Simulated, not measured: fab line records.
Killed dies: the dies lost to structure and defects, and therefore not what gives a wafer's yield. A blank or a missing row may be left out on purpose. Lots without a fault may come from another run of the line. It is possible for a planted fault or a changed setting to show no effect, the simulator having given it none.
fab line records	flow nand_harc
[record] lots = 7	wafers = 21	last_day = 25
route steps=1159 shown A_SGD_CUT@775 A_SLIT@779
lots that met no fault: from a run of the same line without faults
start_h: start of the lot's first displayed wafer, in hours after the record's first day	wait_h: hours elapsed since this lot's preceding step	" identical to the entry in the row above	L1.1+2: one row covering several wafers at once	- no value present, or no start provided	* or withheld: withheld	< > ~ a bound
route shown NAME@n: NAME is a module with steps in the file, n the number in the route of the first one	usual: mean and standard deviation over wafers with no fault	same: alike in all rows	chamber/n: place in a boat	sites: each site's reading	_std_site: standard deviation of those values	_edge_site: the outer-site mean with the inner-site mean subtracted	radius_mm: for every site, how far away it sits from the centre of the wafer	mask NAME#n: copy n	behind: the last tool/chamber to shape the wafer	hold: what put the lot on hold/how long, in hours/how the hold closed	device: transistor that didn't switch, given as n, p or np	end of line: the same wafers' tests at the end of the route	step lacking rows: just its recipe	killed: at the first sort, the dies lost to defects and structure; wafer yield is something else	map: per-die view of a wafer (x killed, . not killed, _ where there is no die)
set.NAME: the run value of the setting; set.NAME@STEP: its run value at that earlier step	model.NAME: the simulator's own value behind a step, which no gauge read
a table for each step, a row for each wafer; lots at some steps of the route
services: a tool's chamber out of use, with start hour (start_h, from the record's first day; less than 0 if before it), hours out, and reason
[[steps]]
[step NHARC_A_SGD_CUT_ETCH_26]
[recipe] target_depth_a = 458	chemistry = dHF	material = SiO2
[step NHARC_A_SGD_CUT_ETCHBACK_24]
[recipe] target_depth_a = 500	over_etch_frac = 0.3	time_s = 92.857	ion_energy_ev = 120	ch3f_flow_sccm = 50	o2_flow_sccm = 30	ar_flow_sccm = 200	rf_w = 500	bias_w = 100	chemistry = CH3F/O2
[usual] drypump_motor_current_A = 5.8/0.5	oes_product_au = 0.98/0.033	rf_vpp_V = 244.4/1.6	showerhead_plenum_p_Torr = 2.47/0.097	throttle_valve_pct = 20.664/0.0099
lot.wafer	tool	chamber	start_h	wait_h	drypump_motor_current_A	oes_product_au	rf_hours_counter_h	rf_vpp_V	showerhead_plenum_p_Torr	throttle_valve_pct
L280.3	rie_diel-05	2	329.04	0.2	6.2	1.00	12	246.4	2.58	20.659
L280.4	"	3	"	"	5.0	1.00	11	243.6	2.33	20.677
L280.5	"	1	"	"	5.6	1.01	-	245.4	2.53	20.656
L289.4	rie_diel-11	1	408.13	0.1	6.4	0.94	4	244.9	2.52	20.670
L289.2	"	0	"	"	5.8	0.94	4	245.8	2.53	20.664
L289.6	"	2	"	"	5.3	0.92	-	244.3	2.41	20.662
L293.4	rie_diel-05	3	417.66	0.1	5.0	1.01	6	243.9	2.33	20.664
L293.2	"	1	"	"	5.6	1.01	6	243.9	2.53	20.658
L293.6	"	3	"	"	5.0	1.00	-	242.7	2.33	20.682
L292.2	rie_diel-07	1	417.66	0.1	5.6	0.99	0	242.1	2.32	20.650
L292.4	"	2	"	"	6.4	0.98	0	243.2	2.40	20.651
L292.1	"	0	"	"	6.0	1.01	0	244.3	2.57	20.669
L294.3	rie_diel-11	0	417.67	0.1	5.8	1.01	5	247.1	2.53	20.653
L294.1	"	1	"	"	6.4	1.01	4	245.8	2.52	20.655
L294.2	"	3	"	"	5.0	0.99	5	241.2	2.29	20.665
L295.2	rie_diel-05	3	417.82	0.1	5.0	0.92	6	242.7	2.33	20.669
L295.5	"	3	"	"	5.0	0.93	-	243.2	2.33	20.663
L295.6	"	0	"	"	6.4	0.94	-	246.3	2.53	20.667
L300.2	rie_diel-07	3	451.55	0.2	5.7	0.94	3	245.3	2.50	20.643
L300.6	"	3	"	"	5.7	0.94	-	244.9	2.50	20.667
L300.5	"	0	"	"	6.0	0.94	-	245.8	2.57	20.666
[step NHARC_A_SGD_CUT_STRIP_28]
[recipe] time_s = 20	o2_flow_sccm = 500	ar_flow_sccm = 0	bias_w = 0	chemistry = O2
[usual] drypump_motor_current_A = 5.8/0.5	oes_product_au = 1.002/0.0099	rf_vpp_V = 57.8/0.89	showerhead_plenum_p_Torr = 3.53/0.14	throttle_valve_pct = 17.036/0.0089
lot.wafer	tool	chamber	start_h	wait_h	drypump_motor_current_A	oes_product_au	rf_hours_counter_h	rf_vpp_V	showerhead_plenum_p_Torr	throttle_valve_pct
L280.3	rie_diel-05	1	-	-	5.6	0.994	11	58.4	3.63	17.033
L280.4	"	3	"	"	5.0	1.001	11	58.1	3.36	17.036
L280.5	"	1	"	"	5.6	0.998	-	59.4	3.63	17.047
L289.4	rie_diel-11	3	-	-	5.0	0.988	4	57.2	3.29	17.042
L289.2	"	0	"	"	5.8	1.010	4	58.2	3.62	17.050
L289.6	"	2	"	"	5.3	0.993	-	57.5	3.45	17.045
L293.2	rie_diel-05	2	-	-	6.2	1.005	6	60.3	3.69	17.038
L293.4	"	3	"	"	5.0	1.000	6	58.0	3.35	17.025
L293.6	"	2	"	"	6.2	1.010	-	56.2	3.69	17.055
L292.2	rie_diel-07	2	-	-	6.5	0.986	0	57.7	3.45	17.031
L292.1	"	3	"	"	5.7	1.020	0	57.2	3.59	17.021
L292.4	"	0	"	"	6.0	1.007	0	57.3	3.69	17.022
L294.3	rie_diel-11	1	-	-	6.4	1.013	5	57.1	3.62	17.041
L294.1	"	3	"	"	5.0	0.997	5	58.0	3.29	17.039
L294.2	"	0	"	"	5.8	1.022	5	59.2	3.62	17.030
L295.2	rie_diel-05	1	-	-	5.6	0.995	6	56.7	3.63	17.035
L295.5	"	3	"	"	5.0	0.990	-	58.1	3.35	17.042
L295.6	"	0	"	"	6.4	0.996	-	56.9	3.62	17.046
L300.2	rie_diel-07	2	-	-	6.4	0.982	3	58.2	3.45	17.033
L300.6	"	3	"	"	5.7	1.011	-	56.0	3.58	17.036
L300.5	"	0	"	"	6.0	1.011	-	57.4	3.68	17.034
[step NHARC_A_SGD_CUT_INSPECT_25]
[usual] raw_defect_count = 314/73
lot.wafer	tool	chamber	start_h	wait_h	raw_defect_count
L280.3	defect_inspect-01	-	329.26	-	399
L280.4	"	-	"	"	278
L280.5	"	-	"	"	450
L289.2	defect_inspect-01	-	408.42	-	354
L289.4	"	-	"	"	291
L289.6	"	-	"	"	242
L293.2	defect_inspect-02	-	417.91	-	393
L293.4	"	-	"	"	229
L293.6	"	-	"	"	300
L292.1	defect_inspect-01	-	417.91	-	220
L292.2	"	-	"	"	312
L292.4	"	-	"	"	291
L294.1	defect_inspect-02	-	417.91	-	294
L294.2	"	-	"	"	341
L294.3	"	-	"	"	254
L295.2	defect_inspect-01	-	418.06	-	364
L295.5	"	-	"	"	283
L295.6	"	-	"	"	358
L300.2	defect_inspect-01	-	451.80	-	315
L300.5	"	-	"	"	326
L300.6	"	-	"	"	329
[step NHARC_A_SLIT_DEP_25]
[recipe] target_thk_a = 2000	temp_c = 400	pressure_torr = 6.5	rf_w = 900	teos_flow_sccm = 161.4	flow_sccm = 2650	target_thk_nm = 200	gas = O2	material = SiO2
[usual] heater_power_w = 548/78	throttle_valve_pct = 15.9/0.47
lot.wafer	tool	chamber	start_h	wait_h	heater_power_w	since_wet_clean_h	throttle_valve_pct
L280.3	pecvd-03	1	329.36	0.1	606	24	15.8
L280.5	"	0	"	"	512	-	15.9
L280.4	"	2	"	"	629	-	16.0
L289.2	pecvd-04	1	408.51	0.1	430	19	14.8
L289.4	"	1	"	"	428	-	15.1
L289.6	"	0	"	"	594	-	14.5
L293.2	pecvd-03	0	417.97	0.1	430	113	16.0
L293.6	"	0	"	"	439	-	16.0
L293.4	"	2	"	"	522	-	16.4
L292.2	pecvd-02	0	417.97	0.1	637	70	15.8
L292.1	"	2	"	"	468	70	15.7
L292.4	"	0	"	"	662	-	15.7
L294.2	pecvd-04	1	417.98	0.1	449	29	14.7
L294.1	"	2	"	"	680	29	16.5
L294.3	"	0	"	"	604	29	14.7
L295.2	pecvd-02	1	418.29	0.2	556	71	15.6
L295.5	"	2	"	"	488	-	15.6
L295.6	"	0	"	"	611	-	16.0
L300.2	pecvd-03	2	451.90	0.1	583	147	16.4
L300.5	"	2	"	"	591	-	16.4
L300.6	"	0	"	"	405	-	16.1
[step NHARC_A_SLIT_DEP_00]
[recipe] target_thk_a = 32000	temp_c = 400	material = aC
[usual] throttle_valve_pct = 35.000/0.0096
lot.wafer	tool	chamber	start_h	wait_h	throttle_valve_pct
L280.3	acl_dep-02	0	330.33	-	34.997
L280.4	"	0	"	"	34.999
L280.5	"	0	"	"	35.009
L289.2	acl_dep-02	0	409.17	-	34.983
L289.4	"	0	"	"	35.009
L289.6	"	0	"	"	35.000
L293.2	acl_dep-03	0	421.64	-	34.989
L293.4	"	0	"	"	35.024
L293.6	"	0	"	"	34.990
L292.1	acl_dep-02	0	421.65	-	34.997
L292.2	"	0	"	"	35.019
L292.4	"	0	"	"	35.001
L294.1	acl_dep-01	0	422.31	-	34.995
L294.2	"	0	"	"	34.998
L294.3	"	0	"	"	35.011
L295.2	acl_dep-03	0	423.59	-	34.995
L295.5	"	0	"	"	35.002
L295.6	"	0	"	"	34.987
L300.2	acl_dep-03	0	452.53	-	34.987
L300.5	"	0	"	"	35.007
L300.6	"	0	"	"	34.996
[step NHARC_A_SLIT_DEP_23]
[recipe] target_thk_a = 1000	target_thk_nm = 100	temp_c = 400	pressure_torr = 3.5	flow_sccm = 200	rf_w = 350	material = SiON
[usual] heater_power_w = 733/78
lot.wafer	tool	chamber	start_h	wait_h	heater_power_w	since_wet_clean_h
L280.3	pecvd-04	1	331.70	1.0	676	124
L280.5	"	1	"	"	690	-
L280.4	"	2	"	"	733	-
L289.2	pecvd-03	1	410.83	1.3	766	106
L289.4	"	2	"	"	847	-
L289.6	"	0	"	"	674	-
L293.2	pecvd-04	2	423.33	1.4	874	34
L293.4	"	0	"	"	818	-
L293.6	"	1	"	"	666	-
L292.2	pecvd-04	1	423.66	1.3	684	35
L292.1	"	2	"	"	858	35
L292.4	"	0	"	"	720	-
L294.3	pecvd-04	2	424.40	1.1	885	35
L294.2	"	0	"	"	747	35
L294.1	"	1	"	"	589	35
L295.2	pecvd-03	2	425.30	1.4	802	120
L295.6	"	1	"	"	818	-
L295.5	"	0	"	"	629	-
L300.2	pecvd-03	0	454.20	1.3	622	149
L300.5	"	2	"	"	852	-
L300.6	"	0	"	"	641	-
[step NHARC_A_SLIT_DEHYDRATE_01]
[recipe] temp_c = 150	time_s = 120
[step NHARC_A_SLIT_HMDS_02]
[recipe] time_s = 30
[step NHARC_A_SLIT_COAT_03]
[recipe] spin_rpm = 1500	resist_thk_nm = 90
[step NHARC_A_SLIT_SOFTBAKE_04]
[recipe] temp_c = 105	time_s = 55
[step NHARC_A_SLIT_EBR_05]
[step NHARC_A_SLIT_EXPOSE_06]
[recipe] na = 1.35	dose_mj = 60.82	mask_id = SLIT
[usual] exposure_dose_mJ_cm2 = 60.78/0.053	focus_offset_nm = 0.0/0.53	stage_vel_mm_s = 499.99/0.23
lot.wafer	tool	chamber	start_h	wait_h	mask	exposure_dose_mJ_cm2	focus_offset_nm	stage_vel_mm_s
L280.3	arfi_scanner-03	0	332.23	-	SLIT#0	60.77	-0.2	500.06
L280.4	"	0	"	"	SLIT#0	60.76	-0.2	500.02
L280.5	"	0	"	"	SLIT#0	60.83	0.5	499.93
L289.2	arfi_scanner-03	0	411.49	-	SLIT#0	60.84	0.0	499.84
L289.4	"	0	"	"	SLIT#0	60.88	-0.9	500.09
L289.6	"	0	"	"	SLIT#0	60.74	-0.4	499.69
L293.2	arfi_scanner-01	0	423.82	-	SLIT#0	60.81	0.1	499.87
L293.4	"	0	"	"	SLIT#0	60.71	-0.3	499.94
L293.6	"	0	"	"	SLIT#0	60.75	0.2	499.38
L292.1	arfi_scanner-02	-	424.20	-	SLIT#0	-	-	-
L292.2	"	-	"	"	SLIT#0	-	-	-
L292.4	"	-	"	"	SLIT#0	-	-	-
L294.1	arfi_scanner-02	-	424.81	-	SLIT#0	-	-	-
L294.2	"	-	"	"	SLIT#0	-	-	-
L294.3	"	-	"	"	SLIT#0	-	-	-
L295.2	arfi_scanner-01	-	425.81	-	SLIT#0	-	-	-
L295.5	"	-	"	"	SLIT#0	-	-	-
L295.6	"	-	"	"	SLIT#0	-	-	-
L300.2	arfi_scanner-03	0	454.72	-	SLIT#0	60.85	0.3	500.06
L300.5	"	0	"	"	SLIT#0	60.82	0.1	500.14
L300.6	"	0	"	"	SLIT#0	60.82	0.2	499.85
[step NHARC_A_SLIT_PEB_07]
[recipe] peb_temp_c = 100	peb_time_s = 65
[[services]]
tool	chamber	start_h	hours	kind
pecvd-02	-	305.54	2.9	repair
arfi_scanner-03	-	312.00	4.0	pm
rie_diel-05	3	316.84	7.3	repair
pecvd-04	-	332.43	1.0	repair
rie_diel-05	0	333.81	4.8	repair
pecvd-02	-	334.67	13.0	pm
pecvd-04	0	336.09	3.7	repair
rie_diel-05	-	340.60	9.0	pm
acl_dep-02	-	351.66	13.0	pm
rie_diel-11	-	366.56	9.0	pm
pecvd-03	-	374.67	0.6	repair
pecvd-04	-	376.11	13.0	pm
rie_diel-07	1	377.19	1.6	repair
rie_diel-07	-	388.79	0.7	repair
arfi_scanner-03	-	397.58	8.0	repair
rie_diel-07	-	405.20	9.0	pm
acl_dep-03	-	408.31	13.0	pm
pecvd-03	2	412.33	5.0	repair
rie_diel-11	3	421.63	3.0	repair
rie_diel-05	0	432.69	10.8	repair
pecvd-04	-	438.58	0.4	repair
pecvd-03	-	444.02	0.9	repair
arfi_scanner-03	-	450.02	0.5	repair
rie_diel-05	-	454.47	0.1	repair
[[key]]
[first_sign] step = NHARC_A_SLIT_EXPOSE_06	reading = tool_record	direction = missing
effect none on later readings
met_at NHARC_A_SLIT_EXPOSE_06
struck_wafers L292.1,L292.2,L292.4,L294.1,L294.2,L294.3,L295.2,L295.5,L295.6
later_rows_left_out L292.1,L292.2,L292.4,L294.1,L294.2,L294.3,L295.2,L295.5,L295.6
sort_left_out L292.1,L292.2,L292.4,L294.1,L294.2,L294.3,L295.2,L295.5,L295.6
tester_left_out L292,L294,L295
onset_between 423.82 424.20
[fault] kind = skipped_step_whole	tool = arfi_scanner-01,arfi_scanner-02	chamber = -	onset_h = 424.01	steps = NHARC_A_SLIT_EXPOSE_06	scope = struck_lots_only
// tester_left_out: of these lots the tester's yield and bins aren't shown, on N5 and GAA mostly nor the transistor test; their killed dies are dies lost to structure and defects alone, not to doping, threshold or leakage, so they don't give the yield
// sort_left_out: the simulated sort isn't trusted on such a fault, so these wafers' sort isn't shown, and their yield isn't known
// later_rows_left_out: the simulator's readings of these wafers behind a module that went badly wrong aren't trusted and aren't shown, but for the sort
